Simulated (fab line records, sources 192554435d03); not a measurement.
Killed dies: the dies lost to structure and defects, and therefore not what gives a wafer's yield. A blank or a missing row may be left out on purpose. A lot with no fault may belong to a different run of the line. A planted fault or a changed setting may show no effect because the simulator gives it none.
A single fault, viewed from 3 desks -- flow n5 finfet -- numbers are kept per desk, each desk with only its own; the story behind them comes last

THE TOOL OWNER'S DESK: rie diel-05
The tool's own readings at N5_BEOL_M12_TRENCH_ETCH_34 (etches SiOC in C4F8/O2/Ar, target depth 318.95 nm, time 125.5 s): means of the sampled wafers that have a number, for each lot that ran on this tool. If a lot's mean is further than 4 standard deviations from the usual mean, the lot is out of limits and carries the mark OUT (the distance appears in the brackets).
Columns: A = O2_flow_sccm at N5_BEOL_M12_TRENCH_ETCH_34, usual 8.000 sccm; B = chamber pressure mTorr at N5_BEOL_M12_TRENCH_ETCH_34, usual 29.999 mTorr; C = drypump motor current A at N5_BEOL_M12_TRENCH_ETCH_34, usual 5.7 A; D = oes product au at N5_BEOL_M12_TRENCH_ETCH_34, usual 0.80 a.u.; E = rf vpp V at N5_BEOL_M12_TRENCH_ETCH_34, usual 666 V; F = showerhead plenum p Torr at N5_BEOL_M12_TRENCH_ETCH_34, usual 3.43 Torr; G = throttle valve pct at N5_BEOL_M12_TRENCH_ETCH_34, usual 24.11 %
lot,first seen here,A,B,C,D,E,F,G
L392,day 13 17:55,8.021,30.003,5.7,0.77,666,3.46,24.38
L395,day 14 17:20,7.966,29.985,5.7,0.79,665,3.40,24.27
L397,day 15 02:04,7.993,29.978,5.7,0.76,667,3.46,24.39
Result from this desk: across the 3 lots, nothing is out of limits.

METROLOGY DESK
Means of the sampled wafers that have a number, per lot and without regard to the tool the lot ran on: this is what the gauges read. If a lot's mean is further than 4 standard deviations from the usual mean, the lot is out of limits and carries the mark OUT (the distance appears in the brackets).
Columns: A = cd nm at N5_BEOL_M12_CD_MEAS_28, usual 160.5 nm; B = M12_OVL at N5_BEOL_M12_OVL_MEAS_29, usual -4 nm; C = trench depth nm at N5_BEOL_M12_OCD_MEAS_35, usual 319 nm; D = M12_THK at N5_BEOL_M12_THK_MEAS_50, usual 327 nm
lot,first seen here,A,B,C,D
L381,day 11 07:49,158.8,-6,318,329
L392,day 13 17:12,163.1,-4,314,320
L395,day 14 16:53,160.3,-7,311,319
L397,day 15 01:20,159.2,-1,308,316
L398,day 15 10:23,160.6,-3,319,325
L401,day 16 08:49,162.3,-10,319,330
Result from this desk: across the 6 lots, nothing is out of limits.

THE DEFECT DESK
What the inspections along the route counted, lot by lot: means of the sampled wafers that have a number. If a lot's mean is further than 4 standard deviations from the usual mean, the lot is out of limits and carries the mark OUT (the distance appears in the brackets).
Columns: A = raw defect count at N5_BEOL_M12_INSPECT_30, usual 2.2
lot,first seen here,A
L381,day 11 07:52,3.3
L392,day 13 17:16,2.7
L395,day 14 16:56,3.3
L397,day 15 01:23,1.7
L398,day 15 10:26,3.0
L401,day 16 08:52,0.7
Result from this desk: across the 6 lots, nothing is out of limits.

BROUGHT TOGETHER
The desk of the tool owner found nothing out of limits.
At the metrology desk, nothing out of limits was observed.
No out-of-limits result turned up at the defect desk.

WHAT THE SIMULATOR PUT IN
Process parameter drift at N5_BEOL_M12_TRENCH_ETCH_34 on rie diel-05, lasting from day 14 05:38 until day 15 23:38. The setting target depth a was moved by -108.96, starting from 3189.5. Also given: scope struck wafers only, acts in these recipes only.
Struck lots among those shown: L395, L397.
